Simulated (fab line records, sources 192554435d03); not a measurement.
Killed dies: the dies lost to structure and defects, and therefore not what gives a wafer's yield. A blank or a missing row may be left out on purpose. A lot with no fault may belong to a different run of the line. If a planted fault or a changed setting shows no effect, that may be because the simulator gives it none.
Chamber matching ; flow n5-finfet ; 4 sister chambers for N5_BEOL_M9_STRIP_36 on rie-diel-06
The step strips in N2/H2. 18 wafers are shown with their chamber, then 9 later ones without.

## WAFERS, EACH WITH ITS CHAMBER
wafer;chamber;drypump-motor-current-A (A);throttle-valve-pct (%);showerhead-plenum-p-Torr (Torr)
L074.1;3;5.6;23.81;2.63
L074.2;2;6.7;23.77;2.40
L074.6;1;5.8;23.45;2.45
L078.3;3;5.5;23.84;2.62
L078.4;0;6.5;23.59;2.57
L078.6;2;6.7;23.77;2.40
L082.1;3;5.5;23.82;2.62
L082.2;1;5.8;23.49;2.45
L082.4;0;6.5;23.60;2.57
L085.1;1;5.8;23.45;2.44
L085.2;3;5.6;23.85;2.62
L085.6;1;5.8;23.47;2.44
L087.2;0;6.4;23.65;2.56
L087.3;2;6.7;23.57;2.71
L087.4;3;5.6;23.86;2.61
L092.1;1;5.8;23.48;2.44
L092.2;0;6.4;23.65;2.56
L092.3;1;5.8;23.48;2.44

SIGNATURES (means of the wafers above)
reading;chamber 0;chamber 1;chamber 2;chamber 3;scatter within a chamber
drypump-motor-current-A;6.450;5.800;6.700;5.560;0.0396
throttle-valve-pct;23.6225;23.4700;23.7033;23.8360;0.0484
showerhead-plenum-p-Torr;2.5650;2.4433;2.5033;2.6200;0.0679
Rule: a wafer's distance from a chamber is the root of the sum, over the readings, of the square of ((its reading less the chamber's mean) divided by the reading's scatter). The wafer belongs to the nearest chamber; if the next one is less than 2 further off, it can't be placed. The scatter is the square root of a quotient: the sum, over the shown wafers, of each reading's squared deviation from its chamber's mean, divided by wafers minus chambers.

## WAFERS WITHOUT THEIR CHAMBER
wafer;drypump-motor-current-A (A);throttle-valve-pct (%);showerhead-plenum-p-Torr (Torr)
L094.2;6.4;23.65;2.56
L094.3;5.8;23.50;2.43
L094.4;6.4;23.68;2.56
L093.1;5.5;23.89;2.61
L093.2;5.8;23.47;2.43
L093.4;5.6;23.88;2.61
L095.3;5.8;23.52;2.43
L095.4;6.7;23.62;2.71
L095.5;6.7;23.63;2.71

## EACH ONE'S CHAMBER
wafer;from the rows above;in truth
L094.2;0;0
L094.3;1;1
L094.4;0;0
L093.1;3;3
L093.2;1;1
L093.4;3;3
L095.3;1;1
L095.4;2;2
L095.5;2;2
Correct placement for 9 of the 9. Left unplaced by these rows: 0. Wrongly placed: 0.
